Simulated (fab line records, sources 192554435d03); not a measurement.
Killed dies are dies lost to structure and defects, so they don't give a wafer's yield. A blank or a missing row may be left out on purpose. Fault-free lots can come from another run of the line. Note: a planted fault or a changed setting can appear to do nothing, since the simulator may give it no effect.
The tool behind it: which one?	flow n5_finfet	Sampling: 10 lots, 30 wafers, 5 of 1938 route steps

## WHAT EACH GAUGE READ, for each wafer
N5_BEOL_M1_OVL_MEAS_29. Usual: for V0_OVL the level is -0.3 nm and the standard deviation is 0.69.
lot	measured	on	V0_OVL (nm)	flag
L461	day 6 09:42	overlay-01	0.4 0.7 -0.8	
L462	day 6 19:04	overlay-02	0.2 0.1 0.8	
L464	day 7 05:43	overlay-02	-0.8 -1.4 -0.6	
L466	day 7 08:47	overlay-02	0.4 1.0 1.2	
L467	day 7 17:35	overlay-02	-1.2 -1.2 -0.5	
L471	day 9 01:41	overlay-02	-1.2 -0.5 -0.6	
L480	day 11 06:07	overlay-02	0.2 -1.1 1.1	
L481	day 11 20:50	overlay-02	0.2 -0.6 -0.5	
L482	day 12 06:24	overlay-01	0.0 0.3 0.6	
L483	day 12 07:12	overlay-02	0.0 -0.6 -1.1	

N5_BEOL_M4_RC_MEAS_101. Usual: DIBL_N 36.4 mV/V, standard deviation 1.2; DIBL_P 36.1 mV/V, standard deviation 1.6; IOFF_N 0.156 nA/um, standard deviation 0.024; IOFF_P 0.21 nA/um, standard deviation 0.031; ION_N 674 uA/um, standard deviation 11; ION_P 463 uA/um, standard deviation 6.9; SS_N 71.5 mV/dec, standard deviation 0.5; SS_P 73.2 mV/dec, standard deviation 0.55; VT_N 250.0 mV, standard deviation 2.9; VT_P -250 mV, standard deviation 3.6.
lot	measured	on	DIBL_N (mV/V)	DIBL_P (mV/V)	IOFF_N (nA/um)	IOFF_P (nA/um)	ION_N (uA/um)	ION_P (uA/um)	SS_N (mV/dec)	SS_P (mV/dec)	VT_N (mV)	VT_P (mV)	flag
L461	day 7 23:52	prober-01	36.0 35.7 36.9	35.3 35.0 35.9	0.151 0.147 0.168	0.23 0.22 0.24	682 677 679	472 471 469	71.9 72.0 71.3	73.1 72.9 72.6	250.8 251.0 247.8	-246 -246 -245	
L462	day 8 05:44	prober-01	37.3 38.7 36.8	38.3 39.4 37.6	0.181 0.208 0.167	0.23 0.24 0.21	680 684 674	469 464 459	72.1 72.1 72.4	73.3 73.8 73.3	247.3 244.2 247.0	-250 -249 -251	
L464	day 8 21:00	prober-02	37.3 35.2 36.6	39.6 37.1 38.4	0.204 0.160 0.183	0.26 0.22 0.24	698 669 676	473 459 461	72.3 71.4 71.8	73.9 73.7 73.5	245.0 249.5 247.5	-250 -248 -250	
L466	day 8 23:57	prober-01	36.8 38.0 37.1	35.8 36.4 36.3	0.182 0.195 0.185	0.28 0.28 0.29	676 683 681	470 467 471	71.2 72.1 71.8	73.6 74.5 73.5	250.4 247.6 247.4	-245 -242 -243	
L467	day 9 03:59	prober-02	34.6 35.2 36.4	33.9 35.1 36.3	0.136 0.148 0.181	0.20 0.22 0.25	661 678 688	466 468 482	70.7 71.2 71.6	73.5 73.2 73.9	250.5 251.3 246.8	-249 -247 -246	
L471	day 10 16:43	prober-02	38.7 38.5 40.6	38.0 38.2 41.5	0.181 0.185 0.236	0.25 0.25 0.31	671 683 696	464 468 477	72.1 72.3 72.6	73.0 73.4 73.8	245.3 245.3 245.4	-246 -249 -242	
L480	day 12 20:18	prober-02	34.0 34.5 34.4	34.0 35.2 33.8	0.129 0.134 0.120	0.18 0.20 0.18	667 670 660	467 467 459	71.0 71.1 70.2	73.1 72.5 72.6	252.9 249.4 251.6	-249 -250 -250	
L481	day 13 12:59	prober-02	37.2 35.7 36.0	36.8 34.9 34.9	0.152 0.127 0.134	0.20 0.18 0.18	674 669 681	464 462 464	71.7 71.3 71.2	72.6 72.5 72.6	251.9 253.1 253.8	-254 -254 -255	
L482	day 14 02:38	prober-02	37.1 36.2 36.1	37.7 36.1 36.2	0.179 0.154 0.154	0.23 0.20 0.20	668 657 670	464 455 460	71.8 71.2 71.6	74.1 73.4 73.5	247.6 252.0 250.1	-249 -253 -253	
L483	day 14 02:44	prober-01	35.8 35.0 35.1	35.8 34.4 34.8	0.156 0.141 0.140	0.19 0.17 0.17	678 674 681	464 452 464	71.4 72.0 71.5	73.8 73.3 72.8	248.1 251.6 248.5	-253 -255 -254	

## TOOL THAT RAN EACH LOT (tool first, then ch and the chambers of the sampled wafers, then the start)
lot	N5_BEOL_M1_HM_DEP_02	N5_BEOL_M1_STRIP_19	N5_BEOL_M1_COAT_76
L461	pvd_sputter-03, day 6 07:07	rie_diel-05 ch 0,1,3, day 6 09:17	litho_track-05 ch 0, day 6 09:23
L462	pvd_sputter-01, day 6 17:31	rie_diel-05 ch 0,2,3, day 6 18:31	litho_track-05 ch 0, day 6 18:38
L464	pvd_sputter-01, day 7 03:51	rie_diel-04 ch 0,1,2, day 7 05:11	litho_track-04 ch 0, day 7 05:17
L466	pvd_sputter-03, day 7 07:10	rie_diel-05 ch 0,2,3, day 7 08:22	litho_track-05 ch 0, day 7 08:28
L467	pvd_sputter-02, day 7 15:52	rie_diel-05 ch 1,2,3, day 7 17:02	litho_track-03 ch 0, day 7 17:08
L471	pvd_sputter-02, day 8 23:27	rie_diel-04 ch 0,2, day 9 01:15	litho_track-03 ch 0, day 9 01:22
L480	pvd_sputter-02, day 11 04:38	rie_diel-04 ch 2,3, day 11 05:35	litho_track-05 ch 0, day 11 05:41
L481	pvd_sputter-03, day 11 19:17	rie_diel-05 ch 1,2,3, day 11 20:17	litho_track-05 ch 0, day 11 20:23
L482	pvd_sputter-02, day 12 04:40	rie_diel-04 ch 1,2,3, day 12 05:51	litho_track-03 ch 0, day 12 05:58
L483	pvd_sputter-01, day 12 05:47	rie_diel-05 ch 1,2, day 12 06:47	litho_track-04 ch 0, day 12 06:54
- N5_BEOL_M1_HM_DEP_02: deposits TiN, target thk 20 nm.
- N5_BEOL_M1_STRIP_19: strips in O2.
- N5_BEOL_M1_COAT_76: time 60 s, resist thk 5 nm.

## WHAT THE TOOLS THEMSELVES READ (means of the sampled wafers that have a number; where no wafer has one, the mark that the record gives instead)
N5_BEOL_M1_HM_DEP_02. Usual: chamber_pressure_pa 0.4999 Pa, standard deviation 0.0011; throttle_valve_pct 30.9 %, standard deviation 0.72.
lot	tool	chamber_pressure_pa (Pa)	throttle_valve_pct (%)	flag
L461	pvd_sputter-03	0.5008	30.7	
L462	pvd_sputter-01	0.5006	30.9	
L464	pvd_sputter-01	0.5002	31.4	
L466	pvd_sputter-03	0.5012	30.3	
L467	pvd_sputter-02	0.4993	30.4	
L471	pvd_sputter-02	0.5001	31.5	
L480	pvd_sputter-02	0.5000	30.9	
L481	pvd_sputter-03	0.5005	30.7	
L482	pvd_sputter-02	0.5001	31.1	
L483	pvd_sputter-01	0.5013	31.6	

N5_BEOL_M1_STRIP_19. Usual: drypump_motor_current_A 5.7 A, standard deviation 0.42; oes_product_au 0.77 a.u., standard deviation 0.087; rf_vpp_V 3.6 V, standard deviation 0.47; showerhead_plenum_p_Torr 2.09 Torr, standard deviation 0.058; temp_c 40.01 C, standard deviation 0.1; throttle_valve_pct 16.78 %, standard deviation 0.23.
lot	tool	drypump_motor_current_A (A)	oes_product_au (a.u.)	rf_vpp_V (V)	showerhead_plenum_p_Torr (Torr)	temp_c (C)	throttle_valve_pct (%)	flag
L461	rie_diel-05	5.7	0.76	3.9	2.07	39.98	16.75	
L462	rie_diel-05	5.6	0.82	3.1	2.11	39.95	16.66	
L464	rie_diel-04	6.0	0.73	3.7	2.09	39.96	16.92	
L466	rie_diel-05	5.6	0.82	3.2	2.11	40.06	16.66	
L467	rie_diel-05	5.4	0.81	3.7	2.05	39.99	16.58	
L471	rie_diel-04	5.9	0.87	3.4	2.05	40.07	16.74	
L480	rie_diel-04	6.0	0.87	3.7	2.06	40.01	16.84	
L481	rie_diel-05	5.4	0.78	3.4	2.04	40.01	16.62	
L482	rie_diel-04	5.8	0.87	3.5	2.09	40.03	16.70	
L483	rie_diel-05	5.2	0.79	3.6	2.07	39.97	16.67	

N5_BEOL_M1_COAT_76. Usual: heater_power_total_W 391.6 W, standard deviation 1.3; plate_temp_C 205.00 C, standard deviation 0.16; spin_speed_rpm 1500.0 rpm, standard deviation 1.3.
lot	tool	heater_power_total_W (W)	plate_temp_C (C)	spin_speed_rpm (rpm)	flag
L461	litho_track-05	391.6	205.09	1500.5	
L462	litho_track-05	391.6	205.11	1499.5	
L464	litho_track-04	393.2	205.03	1502.0	
L466	litho_track-05	391.2	204.80	1499.3	
L467	litho_track-03	391.7	204.92	1500.6	
L471	litho_track-03	392.2	204.82	1501.8	
L480	litho_track-05	405.7	211.40	1498.6	OFF
L481	litho_track-05	406.6	211.36	1500.6	OFF
L482	litho_track-03	392.2	204.83	1500.3	
L483	litho_track-04	392.7	205.01	1500.9	

## THE ANSWER, worked out from the rows above alone
Rule: lot off if the mean of its wafers having a number is beyond 3 standard deviations from the usual mean. A lot without any number at a reading at which 4 lots or more have one is off too. Any other lot the step has rows for is counted as sound. Order of review: gauges by route order, followed by the tools' own readings, for which a lot's mean as printed above is used. The first step at which some lot is off is used, and at that step the reading that is off furthest; a lot without a number counts as furthest.
Off, at N5_BEOL_M1_COAT_76 on plate_temp_C: L480, L481.
A tool fits if, at that step or a process step before it, it ran every lot that is off, and no sound lot after the first of them. One candidate fits, namely litho_track-05 at N5_BEOL_M1_COAT_76. Its last sound lot is L466 (day 7 08:28), its first lot that is off L480 (day 11 05:41): a fault that began between those two fits.
The tool's own readings at N5_BEOL_M1_COAT_76 bear it out: on the lots that are off they differ by more than 5 times the standard deviation of the sound lots' means. heater_power_total_W reads 406.1 W there against 392.1 W on the sound lots; plate_temp_C reads 211.38 C there against 204.95 C on the sound lots.

## WHAT THE SIMULATOR PUT IN
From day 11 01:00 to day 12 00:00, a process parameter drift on litho_track-05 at N5_BEOL_M1_COAT_76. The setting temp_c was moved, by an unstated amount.
Lots struck among those shown: L480, L481. This agrees with what the rule above found.
